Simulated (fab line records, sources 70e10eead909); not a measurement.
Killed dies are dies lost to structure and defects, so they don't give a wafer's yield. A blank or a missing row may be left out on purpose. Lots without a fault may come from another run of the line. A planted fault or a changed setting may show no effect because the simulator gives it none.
fab line records | flow nand_harc
record lots=11 wafers=33 last_day=33
route steps=1302 shown P_STI@88 P_GATE@119 END@1302
lots that met no fault: from a run of the same line without faults
start_h: hours from the record's first day to the start of the lot's first wafer shown | wait_h: hours since the lot's step before | " the same as in the row above | L1.1+2: a row that stands for several wafers | - no value, or no start given | * or withheld: withheld | < > ~ a bound
route shown NAME@n: a module of which the file shows steps, and the number in the route of the first | usual: mean/standard deviation of fault-free wafers | same: alike in all rows | chamber/n: place in a boat | sites: the reading at each site | _std_site: their standard deviation | _edge_site: outer sites' mean less inner sites' | radius_mm: how far each site lies from the wafer's centre | mask NAME#n: copy n | behind: the tool/chamber that last shaped the wafer | hold: why the lot was held/for how many hours/how that ended | device: the transistor (n, p or np) that didn't switch | end of line: the same wafers' tests at the end of the route | a step without rows: its recipe alone | killed: dies lost to structure and defects at the first sort, not the wafer's yield | map: a wafer's dies, x killed, . not, _ none there
set.NAME: the setting as run; set.NAME@STEP: as run at that earlier step | model.NAME: the simulator's own value behind a step, which no gauge read
steps of the route over a sample of lots; a table a step, a row a wafer
services: from which hour (start_h, from the record's first day; less than 0 if before it) a tool's chamber was out of use, for how many hours, and why
## steps
# step NHARC_P_STI_ETCH_42
# recipe target_depth_a=800 overetch_a=240 time_s=61 ion_energy_ev=200 n2_flow_sccm=150 h2_flow_sccm=150 ar_flow_sccm=0 rf_w=400 bias_w=150 chemistry=N2/H2
# usual chamber_pressure_mTorr=30.003/0.029 drypump_motor_current_A=6.12/0.3 oes_product_au=1.000/0.0072 rf_vpp_V=431.8/2.7 showerhead_plenum_p_Torr=2.08/0.087 throttle_valve_pct=14.172/0.009
# columns lot.wafer tool chamber start_h wait_h chamber_pressure_mTorr drypump_motor_current_A oes_product_au rf_hours_counter_h rf_vpp_V showerhead_plenum_p_Torr throttle_valve_pct
L476.3 rie_diel-13 0 44.25 0.1 29.988 6.54 0.994 2 428.9 1.99 14.165
L476.4 " 1 " " 30.012 6.35 1.003 2 434.0 2.14 14.171
L476.6 " 3 " " 29.995 5.95 1.006 - 434.8 2.19 14.167
L478.4 rie_diel-13 1 63.61 0.1 29.984 6.31 1.004 3 434.6 2.14 14.176
L478.5 " 2 " " 30.024 5.76 0.991 - 429.8 2.05 14.183
L478.6 " 3 " " 30.014 5.92 1.001 - 435.6 2.19 14.160
L481.3 rie_diel-02 1 94.12 0.1 29.970 6.36 0.999 2 434.6 2.17 14.173
L481.1 " 3 " " 30.039 6.12 1.006 2 435.5 2.20 14.170
L481.5 " 1 " " 30.037 6.38 1.005 - 435.4 2.17 14.176
L483.4 rie_diel-13 2 113.87 0.1 29.997 5.74 0.988 7 430.9 2.05 14.180
L483.1 " 3 " " 29.972 5.92 0.999 7 434.3 2.19 14.179
L483.2 " 0 " " 30.027 6.55 0.994 7 428.4 1.99 14.168
L486.1 rie_diel-13 1 144.26 0.1 29.985 6.35 0.994 8 432.5 2.14 14.170
L486.5 " 1 " " 30.003 6.36 0.994 - 432.8 2.14 14.177
L486.6 " 2 " " 29.964 5.68 1.002 - 431.4 2.05 14.186
L487.3 rie_diel-13 2 155.78 0.1 30.012 5.72 1.000 10 430.4 2.05 14.159
L487.1 " 0 " " 29.997 6.51 0.997 9 428.7 1.99 14.171
L487.5 " 2 " " 30.034 5.78 0.990 - 431.9 2.05 14.158
L490.2 rie_diel-13 2 182.78 0.1 29.974 5.74 1.008 0 432.1 2.05 14.166
L490.6 " 1 " " 30.008 6.34 0.996 - 432.9 2.14 14.176
L490.5 " 2 " " 30.023 5.73 1.001 - 431.1 2.05 14.178
L496.1 rie_diel-13 0 243.37 0.1 30.034 6.57 1.001 4 429.4 1.99 14.182
L496.4 " 1 " " 30.048 6.31 0.985 4 434.6 2.14 14.180
L496.3 " 2 " " 30.018 5.76 1.010 4 431.1 2.05 14.179
L497.1 rie_diel-13 3 253.29 0.1 30.053 5.90 1.017 5 435.2 2.19 14.173
L497.2 " 0 " " 29.980 6.55 1.011 4 429.1 1.99 14.190
L497.6 " 0 " " 29.976 6.57 1.004 - 429.5 1.99 14.166
L498.2 rie_diel-12 1 262.43 0.1 30.014 5.71 0.995 13 430.3 2.00 14.167
L498.6 " 3 " " 29.956 6.49 0.999 - 432.1 2.06 14.155
L498.5 " 0 " " 30.032 6.24 1.002 - 433.0 2.15 14.181
L499.1 rie_diel-02 2 272.89 0.1 30.004 6.01 0.986 3 433.7 2.15 14.184
L499.2 " 3 " " 29.979 6.12 0.989 2 436.4 2.20 14.168
L499.5 " 3 " " 29.998 6.13 1.008 - 436.3 2.20 14.179
# step NHARC_P_GATE_EXPOSE_08
# recipe na=0.6 dose_mj=16.75 mask_id=P_HV
# usual focus_offset_nm=0.0/0.53
# columns lot.wafer tool chamber start_h wait_h mask focus_offset_nm
L476.3 krf_scanner-04 0 79.46 - P_HV#0 0.8
L476.4 " 0 " " P_HV#0 -0.6
L476.6 " 0 " " P_HV#0 -0.1
L478.4 krf_scanner-01 0 100.19 - P_HV#0 0.3
L478.5 " 0 " " P_HV#0 0.8
L478.6 " 0 " " P_HV#0 0.3
L481.1 krf_scanner-01 0 129.38 - P_HV#0 0.2
L481.3 " 0 " " P_HV#0 -0.3
L481.5 " 0 " " P_HV#0 0.0
L483.1 krf_scanner-04 0 152.36 - P_HV#0 -0.8
L483.2 " 0 " " P_HV#0 -0.4
L483.4 " 0 " " P_HV#0 0.4
L486.1 krf_scanner-04 0 176.61 - P_PSD#0 -0.3
L486.5 " 0 " " P_PSD#0 -1.2
L486.6 " 0 " " P_PSD#0 -1.0
L487.1 krf_scanner-04 0 190.09 - P_HV#0 -0.1
L487.3 " 0 " " P_HV#0 0.2
L487.5 " 0 " " P_HV#0 -0.4
L490.2 krf_scanner-03 0 228.74 - P_HV#0 0.9
L490.5 " 0 " " P_HV#0 0.9
L490.6 " 0 " " P_HV#0 0.1
L496.1 krf_scanner-04 0 277.89 - P_HV#0 -0.1
L496.3 " 0 " " P_HV#0 -0.2
L496.4 " 0 " " P_HV#0 0.4
L497.1 krf_scanner-01 0 293.41 - P_HV#0 0.2
L497.2 " 0 " " P_HV#0 0.4
L497.6 " 0 " " P_HV#0 -0.5
L498.2 krf_scanner-01 0 300.89 - P_HV#0 0.3
L498.5 " 0 " " P_HV#0 0.2
L498.6 " 0 " " P_HV#0 0.4
L499.1 krf_scanner-04 0 309.00 - P_HV#0 -0.8
L499.2 " 0 " " P_HV#0 -1.3
L499.5 " 0 " " P_HV#0 -1.1
# step NHARC_P_GATE_CD_MEAS_11
# recipe target_cd_nm=1640 landing_energy_ev=500
# usual cd_nm=1640.1/1.4
# columns lot.wafer tool chamber start_h wait_h cd_nm
L476.3 cd_sem-03 0 79.62 - 1640.9
L476.4 " 0 " " 1641.9
L476.6 " 0 " " 1641.1
L478.4 cd_sem-02 0 100.33 - 1638.9
L478.5 " 0 " " 1640.1
L478.6 " 0 " " 1640.8
L481.1 cd_sem-03 0 129.53 - 1639.8
L481.3 " 0 " " 1640.5
L481.5 " 0 " " 1641.3
L483.1 cd_sem-03 0 152.51 - 1637.3
L483.2 " 0 " " 1637.6
L483.4 " 0 " " 1636.5
L486.1 cd_sem-03 0 176.77 - -
L486.5 " 0 " " -
L486.6 " 0 " " -
L487.1 cd_sem-02 0 190.25 - 1641.9
L487.3 " 0 " " 1641.0
L487.5 " 0 " " 1640.2
L490.2 cd_sem-03 0 228.90 - 1639.4
L490.5 " 0 " " 1638.8
L490.6 " 0 " " 1636.5
L496.1 cd_sem-01 0 278.04 - 1640.1
L496.3 " 0 " " 1640.4
L496.4 " 0 " " 1640.0
L497.1 cd_sem-02 0 293.57 - 1640.3
L497.2 " 0 " " 1639.9
L497.6 " 0 " " 1641.8
L498.2 cd_sem-01 0 301.05 - 1639.2
L498.5 " 0 " " 1641.2
L498.6 " 0 " " 1638.9
L499.1 cd_sem-03 0 309.15 - 1637.5
L499.2 " 0 " " 1640.3
L499.5 " 0 " " 1638.6
# step NHARC_P_GATE_DEP_103
# recipe target_thk_a=300 target_thk_nm=30 temp_c=400 flow_sccm=200 rf_w=350 material=SiON
# usual heater_power_w=728/70
# columns lot.wafer tool chamber start_h wait_h heater_power_w
L476.3 pecvd-01 0 93.73 0.5 665
L476.6 " 0 " " 657
L476.4 " 2 " " 691
L478.4 pecvd-03 0 113.61 0.3 875
L478.5 " 1 " " 728
L478.6 " 2 " " 711
L481.1 pecvd-02 0 142.86 0.6 620
L481.3 " 2 " " 800
L481.5 " 0 " " 606
L483.1 pecvd-02 1 165.75 0.6 864
L483.2 " 2 " " 681
L483.4 " 0 " " 742
L486.1 pecvd-02 1 191.65 0.6 813
L486.6 " 1 " " 817
L486.5 " 2 " " 819
L487.3 pecvd-02 0 204.10 0.3 660
L487.1 " 2 " " 787
L487.5 " 0 " " 664
L490.2 pecvd-03 0 243.18 0.4 790
L490.5 " 0 " " 806
L490.6 " 1 " " 733
L496.1 pecvd-01 0 292.01 0.7 636
L496.3 " 2 " " 707
L496.4 " 1 " " 616
L497.1 pecvd-02 2 309.88 0.6 813
L497.2 " 0 " " 637
L497.6 " 2 " " 793
L498.2 pecvd-02 2 314.69 0.5 758
L498.5 " 1 " " 773
L498.6 " 2 " " 759
L499.2 pecvd-02 0 323.98 0.5 675
L499.1 " 1 " " 818
L499.5 " 1 " " 780
# step NHARC_P_GATE_ETCH_114
# recipe target_depth_a=300 overetch_a=30 time_s=16.5 ion_energy_ev=100 cf4_flow_sccm=80 o2_flow_sccm=20 ar_flow_sccm=0 rf_w=300 bias_w=100 chemistry=CF4/O2
# usual chamber_pressure_mTorr=30.003/0.025 drypump_motor_current_A=5.7/0.41 oes_product_au=0.999/0.0092 rf_vpp_V=198.4/1.4 showerhead_plenum_p_Torr=1.36/0.055 throttle_valve_pct=13.397/0.0082
# columns lot.wafer tool chamber start_h wait_h chamber_pressure_mTorr drypump_motor_current_A oes_product_au rf_hours_counter_h rf_vpp_V showerhead_plenum_p_Torr throttle_valve_pct
L476.4 rie_diel-03 2 - - 30.025 6.1 1.003 10 201.1 1.41 13.400
L476.3 " 0 " " 29.994 5.5 0.987 11 199.0 1.38 13.400
L476.6 " 2 " " 30.037 6.1 0.995 - 198.2 1.41 13.394
L478.4 rie_diel-03 2 - - 29.960 6.1 0.991 0 199.0 1.41 13.396
L478.5 " 2 " " 30.001 6.0 0.990 - 199.2 1.41 13.402
L478.6 " 3 " " 29.991 4.8 0.998 - 200.5 1.42 13.408
L481.3 rie_diel-11 3 - - 30.001 5.9 0.983 2 198.5 1.32 13.398
L481.1 " 0 " " 30.026 6.0 0.991 2 198.7 1.39 13.416
L481.5 " 2 " " 30.030 5.7 1.007 - 198.0 1.42 13.395
L483.4 rie_diel-03 1 - - 30.054 5.8 1.006 4 195.3 1.27 13.389
L483.1 " 2 " " 29.970 6.1 0.985 3 198.9 1.41 13.404
L483.2 " 3 " " 30.009 4.8 0.990 3 199.4 1.41 13.410
L486.1 rie_diel-03 2 - - 30.002 6.1 1.005 5 199.5 1.41 13.402
L486.5 " 1 " " 29.996 5.8 1.002 - 196.6 1.27 13.406
L486.6 " 2 " " 29.985 6.0 1.005 - 200.4 1.41 13.391
L487.1 rie_diel-06 2 - - 30.004 6.1 0.994 4 195.1 1.32 13.393
L487.3 " 3 " " 29.969 5.8 0.996 5 198.1 1.30 13.395
L487.5 " 0 " " 30.007 6.2 0.988 - 198.5 1.41 13.394
L490.2 rie_diel-03 0 - - 29.994 5.5 0.995 7 198.6 1.38 13.406
L490.5 " 1 " " 30.021 5.7 1.009 - 196.5 1.26 13.394
L490.6 " 0 " " 29.990 5.5 0.999 - 199.1 1.38 13.406
L496.1 rie_diel-03 1 - - 29.978 5.7 1.017 0 195.6 1.26 13.394
L496.4 " 2 " " 30.001 6.0 1.000 0 199.1 1.41 13.397
L496.3 " 3 " " 30.017 4.8 1.016 0 200.1 1.41 13.400
L497.2 rie_diel-03 2 - - 29.997 6.1 1.000 2 198.6 1.41 13.402
L497.1 " 0 " " 29.998 5.5 0.998 2 198.8 1.38 13.405
L497.6 " 1 " " 29.955 5.7 1.005 - 196.1 1.26 13.388
L498.2 rie_diel-03 0 - - 29.962 5.5 1.008 3 198.3 1.38 13.400
L498.5 " 0 " " 30.035 5.5 1.003 - 198.7 1.38 13.401
L498.6 " 1 " " 29.978 5.8 1.009 - 197.6 1.26 13.377
L499.1 rie_diel-03 2 - - 30.005 6.0 1.006 3 199.4 1.41 13.390
L499.2 " 3 " " 29.989 4.8 1.011 3 200.0 1.41 13.398
L499.5 " 3 " " 29.972 4.8 1.007 - 199.5 1.41 13.386
# step NHARC_END_SORT_01
# recipe temp_c=25
# usual killed_at_array=60/21 killed_at_other=1.0/1.2 killed_at_periphery=4.2/2.8 killed_dies=65/20 killed_open=3.1/1.8 killed_short=2.6/1.6
# same gross_dies=677
# columns lot.wafer tool chamber start_h wait_h killed_at_array killed_at_other killed_at_periphery killed_dies killed_open killed_short
L486.1 prober-02 0 648.58 2.5 46 1 630 677 1 2
L486.5 prober-02 0 651.81 3.7 62 1 614 677 3 5
L486.6 prober-02 0 652.62 4.0 62 2 613 677 5 2
# killed by level:class
L486.1 P_GATE:area_expose=626 A_SLIT:chamber_film_flake=27 A_CHANNEL_HOLE_D2:chamber_film_flake=6 A_CHANNEL_HOLE_D1:chamber_film_flake=5 A_CONTACT:chamber_film_flake=4 A_CHANNEL_FILL_D2:chamber_film_flake=2 P_M0:geometric_particle:short=1 A_SOURCE_PLATE:geometric_particle:short=1
L486.5 P_GATE:area_expose=612 A_CHANNEL_HOLE_D2:chamber_film_flake=19 A_SLIT:chamber_film_flake=14 A_CHANNEL_HOLE_D1:chamber_film_flake=7 A_STAIRCASE:chamber_film_flake=7 A_CHANNEL_FILL_D2:chamber_film_flake=5 A_CONTACT:chamber_film_flake=3 A_WL_FILL:geometric_particle:short=2
L486.6 P_GATE:area_expose=611 A_SLIT:chamber_film_flake=37 A_CHANNEL_HOLE_D2:chamber_film_flake=7 A_CONTACT:chamber_film_flake=5 A_STAIRCASE:chamber_film_flake=3 P_M0:geometric_particle:open=2 A_DECK1_JOINT:chamber_film_flake=2 A_CHANNEL_FILL_D2:chamber_film_flake=2
## services
# columns tool chamber start_h hours kind
pecvd-02 1 29.18 2.0 repair
pecvd-02 - 46.00 13.0 pm
rie_diel-03 3 50.36 16.3 repair
rie_diel-03 - 68.76 0.4 repair
krf_scanner-04 - 69.81 2.5 repair
rie_diel-03 - 104.30 9.0 pm
krf_scanner-04 - 117.63 0.5 repair
krf_scanner-01 - 133.29 9.4 repair
krf_scanner-01 - 144.55 4.0 pm
rie_diel-03 - 156.79 0.7 repair
rie_diel-13 - 165.00 9.0 pm
krf_scanner-04 - 174.33 1.0 repair
krf_scanner-01 - 176.73 4.5 repair
krf_scanner-04 - 182.00 4.0 pm
krf_scanner-01 - 212.04 1.8 repair
pecvd-02 - 227.00 13.0 pm
rie_diel-03 0 240.65 3.4 repair
rie_diel-03 3 243.90 21.7 repair
rie_diel-13 0 256.77 7.8 repair
rie_diel-03 - 281.30 9.0 pm
pecvd-02 0 316.03 2.9 repair
krf_scanner-04 - 316.59 6.2 repair
rie_diel-13 1 316.87 15.2 repair
rie_diel-03 3 317.44 2.6 repair
## key
first_sign step=NHARC_P_GATE_EXPOSE_08 reading=mask direction=changed
effect step=NHARC_P_GATE_CD_MEAS_11 reading=cd_nm direction=missing
effect step=NHARC_END_SORT_01 reading=killed_at_periphery direction=up sigmas=99+ usual=4.2 struck=619
more_kills_born_at NHARC_P_GATE_EXPOSE_08@krf_scanner-04=1849
met_at NHARC_P_GATE_EXPOSE_08
struck_lots L486
later_rows_left_out L486.1,L486.5,L486.6
tester_left_out L486
not_acting_at NHARC_P_STI_ETCH_42,NHARC_P_GATE_DEP_103,NHARC_P_GATE_ETCH_114
onset_between 152.36 176.61
fault kind=wrong_mask tool=any chamber=- onset_h=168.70 steps=NHARC_P_GATE_EXPOSE_08 aux_copy=P_PSD#0 scope=struck_lots_only
# tester_left_out: of these lots the tester's yield and bins aren't shown, on N5 and GAA mostly nor the transistor test; their killed dies are dies lost to structure and defects alone, not to doping, threshold or leakage, so they don't give the yield
# later_rows_left_out: the simulator's readings of these wafers behind a module that went badly wrong aren't trusted and aren't shown, but for the sort
